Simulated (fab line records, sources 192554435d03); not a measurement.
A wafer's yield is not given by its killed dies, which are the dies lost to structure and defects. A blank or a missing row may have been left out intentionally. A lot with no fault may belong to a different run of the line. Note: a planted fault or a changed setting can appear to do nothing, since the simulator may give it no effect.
Which tool was responsible?    flow n5 finfet    Sampling: 24 lots, 72 wafers, 5 of 1938 route steps

== WHAT THE GAUGES READ, wafer by wafer ==
N5_BEOL_M3_CD_MEAS_11 targets a cd of 17.05 nm.
lot   measured      on         cd nm (nm)
L074  day 6 19:35   cd sem-03  17.10 16.90 17.32
L075  day 7 07:05   cd sem-02  17.57 17.26 17.29
L076  day 7 18:14   cd sem-02  17.49 17.44 17.74
L077  day 8 11:17   cd sem-02  17.27 16.81 17.08
L078  day 8 13:58   cd sem-01  16.99 17.11 17.19
L079  day 8 20:34   cd sem-01  16.60 17.04 17.25
L080  day 8 23:09   cd sem-03  17.13 17.08 17.20
L082  day 9 02:39   cd sem-03  17.51 16.81 16.93
L081  day 9 03:46   cd sem-01  16.92 17.26 16.94
L085  day 9 19:07   cd sem-01  17.24 17.18 17.57
L083  day 9 19:53   cd sem-01  17.33 17.18 17.24
L084  day 9 20:31   cd sem-03  16.81 16.86 17.56
L086  day 10 07:10  cd sem-02  16.89 16.81 17.10
L088  day 10 07:24  cd sem-02  17.35 17.39 17.22
L087  day 10 08:30  cd sem-01  17.49 17.25 17.01
L089  day 10 17:20  cd sem-02  17.29 16.94 17.16
L090  day 11 09:53  cd sem-02  17.43 17.21 17.21
L091  day 11 13:02  cd sem-01  17.49 17.02 17.43
L093  day 11 15:50  cd sem-01  17.38 17.22 17.60
L092  day 12 01:08  cd sem-02  17.38 17.24 17.16
L094  day 12 04:35  cd sem-02  17.04 16.98 17.44
L095  day 12 16:55  cd sem-03  16.95 17.28 17.20
L096  day 12 19:16  cd sem-01  17.38 17.18 17.46
L097  day 12 22:15  cd sem-03  17.16 17.16 17.23

N5_BEOL_M3_INSPECT_30: inspects for defects (brightfield).
lot   measured      on                 raw defect count
L074  day 6 20:33   defect inspect-01  383 292 483
L075  day 7 08:03   defect inspect-01  286 327 225
L076  day 7 19:19   defect inspect-01  450 478 371
L077  day 8 12:19   defect inspect-02  377 349 430
L078  day 8 14:56   defect inspect-02  261 235 398
L079  day 8 21:31   defect inspect-02  364 306 286
L080  day 9 00:10   defect inspect-01  260 370 309
L082  day 9 03:49   defect inspect-01  494 368 481
L081  day 9 04:45   defect inspect-01  430 414 570
L085  day 9 20:12   defect inspect-01  403 335 363
L083  day 9 20:51   defect inspect-01  370 217 367
L084  day 9 21:38   defect inspect-01  365 526 357
L086  day 10 08:08  defect inspect-01  432 311 300
L088  day 10 08:23  defect inspect-01  550 473 352
L087  day 10 09:28  defect inspect-01  448 584 534
L089  day 10 18:26  defect inspect-01  377 364 391
L090  day 11 11:17  defect inspect-02  356 375 315
L091  day 11 13:59  defect inspect-01  233 311 238
L093  day 11 17:04  defect inspect-01  455 258 345
L092  day 12 02:16  defect inspect-01  342 407 388
L094  day 12 05:46  defect inspect-01  446 496 583
L095  day 12 18:01  defect inspect-02  330 353 352
L096  day 12 20:32  defect inspect-02  345 483 458
L097  day 12 23:39  defect inspect-02  402 334 330

== WHICH TOOL RAN EACH LOT (tool, then ch and the chambers of the sampled wafers, then the start) ==
lot   N5_BEOL_M2_SURFACE_TREAT_85   N5_BEOL_M2_ANNEAL_93          N5_BEOL_M3_STRIP_19
L074  pvd sputter-02, day 6 15:20   pvd sputter-02, day 6 17:07   rie diel-02 ch 1,2,3, day 6 20:04
L075  pvd sputter-03, day 7 03:25   pvd sputter-02, day 7 05:04   rie diel-04 ch 0,1,3, day 7 07:34
L076  pvd sputter-03, day 7 11:46   pvd sputter-02, day 7 13:30   rie diel-03 ch 0,1,3, day 7 18:43
L077  pvd sputter-01, day 8 06:55   pvd sputter-01, day 8 08:32   rie diel-02 ch 1,3, day 8 11:51
L078  pvd sputter-03, day 8 07:32   pvd sputter-01, day 8 10:22   rie diel-03 ch 0,1,2, day 8 14:27
L079  pvd sputter-03, day 8 16:54   pvd sputter-01, day 8 18:31   rie diel-02 ch 1,2,3, day 8 21:03
L080  pvd sputter-02, day 8 18:54   pvd sputter-03, day 8 20:36   rie diel-02 ch 1,3, day 8 23:42
L082  pvd sputter-01, day 8 20:12   pvd sputter-03, day 8 22:26   rie diel-04 ch 2,3, day 9 03:20
L081  pvd sputter-02, day 8 23:13   pvd sputter-03, day 9 00:53   rie diel-03 ch 2,3, day 9 04:16
L085  pvd sputter-01, day 9 13:20   pvd sputter-02, day 9 15:02   rie diel-04 ch 1,3, day 9 19:36
L083  pvd sputter-03, day 9 15:18   pvd sputter-01, day 9 17:05   rie diel-02 ch 0,2,3, day 9 20:23
L084  pvd sputter-03, day 9 16:19   pvd sputter-03, day 9 17:56   rie diel-04 ch 1,2,3, day 9 21:08
L086  pvd sputter-02, day 9 23:05   pvd sputter-01, day 10 02:23  rie diel-04 ch 0,1, day 10 07:39
L088  pvd sputter-03, day 10 01:40  pvd sputter-02, day 10 03:19  rie diel-04 ch 2,3, day 10 07:55
L087  pvd sputter-02, day 10 04:17  pvd sputter-01, day 10 06:03  rie diel-04 ch 0,1,2, day 10 08:59
L089  pvd sputter-01, day 10 12:55  pvd sputter-02, day 10 14:39  rie diel-04 ch 0,2,3, day 10 17:50
L090  pvd sputter-01, day 11 03:57  pvd sputter-01, day 11 05:34  rie diel-02 ch 0,1, day 11 10:49
L091  pvd sputter-03, day 11 07:20  pvd sputter-01, day 11 10:27  rie diel-04 ch 0,3, day 11 13:30
L093  pvd sputter-02, day 11 11:28  pvd sputter-01, day 11 13:23  rie diel-02 ch 0,1, day 11 16:27
L092  pvd sputter-03, day 11 21:26  pvd sputter-01, day 11 23:04  rie diel-03 ch 2,3, day 12 01:44
L094  pvd sputter-03, day 12 00:32  pvd sputter-03, day 12 02:15  rie diel-03 ch 1,2, day 12 05:17
L095  pvd sputter-02, day 12 12:28  pvd sputter-03, day 12 14:11  rie diel-03 ch 0,1,3, day 12 17:25
L096  pvd sputter-01, day 12 14:04  pvd sputter-03, day 12 16:01  rie diel-04 ch 1,2, day 12 19:55
L097  pvd sputter-02, day 12 16:23  pvd sputter-03, day 12 18:16  rie diel-03 ch 1,2,3, day 12 23:10
- N5_BEOL_M2_SURFACE_TREAT_85
- N5_BEOL_M2_ANNEAL_93: time 240 s.
- N5_BEOL_M3_STRIP_19: strips in O2.

== WHAT THE TOOLS THEMSELVES READ (means of the sampled wafers that have a number; where no wafer has one, the mark that the record gives instead) ==
N5_BEOL_M2_ANNEAL_93.
lot   tool            heater power w (W)  susceptor_temp_C_max
L074  pvd sputter-02  924                 400.79
L075  pvd sputter-02  851                 400.97
L076  pvd sputter-02  870                 400.87
L077  pvd sputter-01  810                 400.86
L078  pvd sputter-01  816                 401.01
L079  pvd sputter-01  806                 400.85
L080  pvd sputter-03  837                 400.80
L082  pvd sputter-03  825                 401.08
L081  pvd sputter-03  846                 400.69
L085  pvd sputter-02  866                 400.79
L083  pvd sputter-01  849                 400.84
L084  pvd sputter-03  841                 400.81
L086  pvd sputter-01  859                 400.99
L088  pvd sputter-02  920                 400.61
L087  pvd sputter-01  832                 401.05
L089  pvd sputter-02  911                 400.75
L090  pvd sputter-01  888                 400.58
L091  pvd sputter-01  751                 400.84
L093  pvd sputter-01  846                 400.94
L092  pvd sputter-01  789                 400.92
L094  pvd sputter-03  854                 400.78
L095  pvd sputter-03  902                 400.98
L096  pvd sputter-03  869                 401.30
L097  pvd sputter-03  860                 400.96

N5_BEOL_M3_STRIP_19.
lot   tool         drypump motor current A (A)  oes product au (a.u.)  rf vpp V (V)  showerhead plenum p Torr (Torr)  throttle valve pct (%)
L074  rie diel-02  5.7                          0.73                   3.7           2.05                             16.84
L075  rie diel-04  5.7                          0.75                   3.7           2.13                             16.79
L076  rie diel-03  5.7                          0.78                   3.9           2.10                             16.49
L077  rie diel-02  5.4                          0.71                   3.4           2.02                             16.95
L078  rie diel-03  5.9                          0.80                   3.5           2.04                             16.50
L079  rie diel-02  5.7                          0.72                   3.8           2.05                             16.87
L080  rie diel-02  5.4                          0.71                   3.5           2.02                             16.95
L082  rie diel-04  6.1                          0.83                   3.4           2.18                             16.67
L081  rie diel-03  5.7                          0.72                   3.4           2.11                             16.72
L085  rie diel-04  5.6                          0.73                   3.6           2.19                             16.84
L083  rie diel-02  5.5                          0.81                   3.4           2.08                             16.80
L084  rie diel-04  5.8                          0.75                   3.6           2.16                             16.75
L086  rie diel-04  5.3                          0.67                   3.3           2.10                             16.88
L088  rie diel-04  6.1                          0.81                   3.8           2.17                             16.70
L087  rie diel-04  5.5                          0.70                   3.4           2.06                             16.78
L089  rie diel-04  5.9                          0.75                   3.9           2.09                             16.72
L090  rie diel-02  5.9                          0.93                   3.7           2.10                             16.33
L091  rie diel-04  6.0                          0.78                   3.8           2.14                             16.80
L093  rie diel-02  6.1                          0.93                   3.2           2.07                             16.27
L092  rie diel-03  5.8                          0.73                   3.5           2.05                             16.76
L094  rie diel-03  5.8                          0.75                   3.6           2.05                             16.57
L095  rie diel-03  5.7                          0.76                   3.8           2.09                             16.55
L096  rie diel-04  5.4                          0.87                   3.7           2.13                             16.50
L097  rie diel-03  5.7                          0.72                   3.7           2.08                             16.68

== THE ANSWER, worked out from the rows above alone ==
Rule: what is usual is taken from the lots themselves. Put in order of their means at a reading, lots are off if they are a third of the lots or fewer, leave a main group of 4 or more, and stand apart from it by a gap of 3 or more times the standard deviation of the main group's means; of several such gaps the widest counts. The tables above print the reading to a certain number of digits; a main group whose means all agree to those digits is not used. Also off: a lot with no number at a reading for which 4 or more lots have one. All remaining lots with rows at the step are treated as sound. First the gauges in route order, then the tools' own readings, where a lot's mean is used as printed above. The first step at which some lot is off is used, and at that step the reading that is off furthest; a lot without a number counts as furthest.
Across all readings shown, no lot is off: no conclusion can be drawn from this.

== WHAT WAS PUT IN BY THE SIMULATOR ==
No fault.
